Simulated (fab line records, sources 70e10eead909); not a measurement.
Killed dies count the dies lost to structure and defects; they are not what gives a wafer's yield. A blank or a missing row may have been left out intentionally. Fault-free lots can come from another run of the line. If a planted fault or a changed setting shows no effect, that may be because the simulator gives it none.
Chamber matching / flow nand harc / NHARC_A_STAIRCASE_TRIM_12 on rie diel-06 has 4 sister chambers
The step chemistry O2, time 211.2 s. 14 wafers are shown with their chamber, then 7 later ones without.

## EACH WAFER AND ITS CHAMBER
wafer=L074.1; chamber=2; drypump motor current A (A)=6.1; showerhead plenum p Torr (Torr)=3.61; throttle valve pct (%)=17.046
wafer=L074.2; chamber=0; drypump motor current A (A)=5.2; showerhead plenum p Torr (Torr)=3.48; throttle valve pct (%)=17.034
wafer=L074.6; chamber=1; drypump motor current A (A)=5.8; showerhead plenum p Torr (Torr)=3.65; throttle valve pct (%)=17.065
wafer=L075.1; chamber=1; drypump motor current A (A)=5.9; showerhead plenum p Torr (Torr)=3.65; throttle valve pct (%)=17.042
wafer=L075.2; chamber=0; drypump motor current A (A)=5.2; showerhead plenum p Torr (Torr)=3.48; throttle valve pct (%)=17.021
wafer=L075.6; chamber=3; drypump motor current A (A)=6.1; showerhead plenum p Torr (Torr)=3.68; throttle valve pct (%)=17.042
wafer=L079.3; chamber=3; drypump motor current A (A)=6.1; showerhead plenum p Torr (Torr)=3.68; throttle valve pct (%)=17.037
wafer=L079.5; chamber=0; drypump motor current A (A)=5.2; showerhead plenum p Torr (Torr)=3.47; throttle valve pct (%)=17.034
wafer=L079.6; chamber=1; drypump motor current A (A)=5.8; showerhead plenum p Torr (Torr)=3.65; throttle valve pct (%)=17.052
wafer=L082.1; chamber=3; drypump motor current A (A)=6.2; showerhead plenum p Torr (Torr)=3.67; throttle valve pct (%)=17.047
wafer=L082.3; chamber=2; drypump motor current A (A)=6.1; showerhead plenum p Torr (Torr)=3.60; throttle valve pct (%)=17.033
wafer=L082.5; chamber=3; drypump motor current A (A)=6.2; showerhead plenum p Torr (Torr)=3.67; throttle valve pct (%)=17.027
wafer=L090.2; chamber=3; drypump motor current A (A)=6.1; showerhead plenum p Torr (Torr)=3.66; throttle valve pct (%)=17.037
wafer=L090.4; chamber=2; drypump motor current A (A)=6.1; showerhead plenum p Torr (Torr)=3.59; throttle valve pct (%)=17.028

SIGNATURES, as means of the wafers listed above
reading=drypump motor current A; chamber 0=5.200; chamber 1=5.833; chamber 2=6.100; chamber 3=6.140; scatter within a chamber=0.0432
reading=showerhead plenum p Torr; chamber 0=3.4767; chamber 1=3.6500; chamber 2=3.6000; chamber 3=3.6720; scatter within a chamber=0.00739
reading=throttle valve pct; chamber 0=17.02967; chamber 1=17.05300; chamber 2=17.03567; chamber 3=17.03800; scatter within a chamber=0.00878
Rule: for each reading, subtract the chamber's mean from the wafer's reading, divide by that reading's scatter and square the result; add these up over the readings and take the root, which gives the wafer's distance from the chamber. The wafer belongs to the nearest chamber; if the next one is less than 2 further off, it can't be placed. The scatter: take each reading less its chamber's mean, square it, sum over the shown wafers, divide by the number of wafers less the number of chambers, and take the root.

## WAFERS MISSING THEIR CHAMBER
wafer=L090.6; drypump motor current A (A)=5.9; showerhead plenum p Torr (Torr)=3.64; throttle valve pct (%)=17.046
wafer=L095.3; drypump motor current A (A)=6.2; showerhead plenum p Torr (Torr)=3.59; throttle valve pct (%)=17.033
wafer=L095.5; drypump motor current A (A)=6.2; showerhead plenum p Torr (Torr)=3.59; throttle valve pct (%)=17.033
wafer=L095.6; drypump motor current A (A)=5.8; showerhead plenum p Torr (Torr)=3.63; throttle valve pct (%)=17.025
wafer=L096.1; drypump motor current A (A)=6.1; showerhead plenum p Torr (Torr)=3.58; throttle valve pct (%)=17.054
wafer=L096.4; drypump motor current A (A)=5.8; showerhead plenum p Torr (Torr)=3.63; throttle valve pct (%)=17.035
wafer=L096.6; drypump motor current A (A)=6.1; showerhead plenum p Torr (Torr)=3.66; throttle valve pct (%)=17.029

## THE CHAMBER EACH PASSED THROUGH
wafer=L090.6; from the rows above=1; in truth=1
wafer=L095.3; from the rows above=2; in truth=2
wafer=L095.5; from the rows above=2; in truth=2
wafer=L095.6; from the rows above=1; in truth=1
wafer=L096.1; from the rows above=2; in truth=2
wafer=L096.4; from the rows above=1; in truth=1
wafer=L096.6; from the rows above=3; in truth=3
Placed correctly: 7 of 7. From these rows, 0 cannot be placed. Placed wrongly: 0.
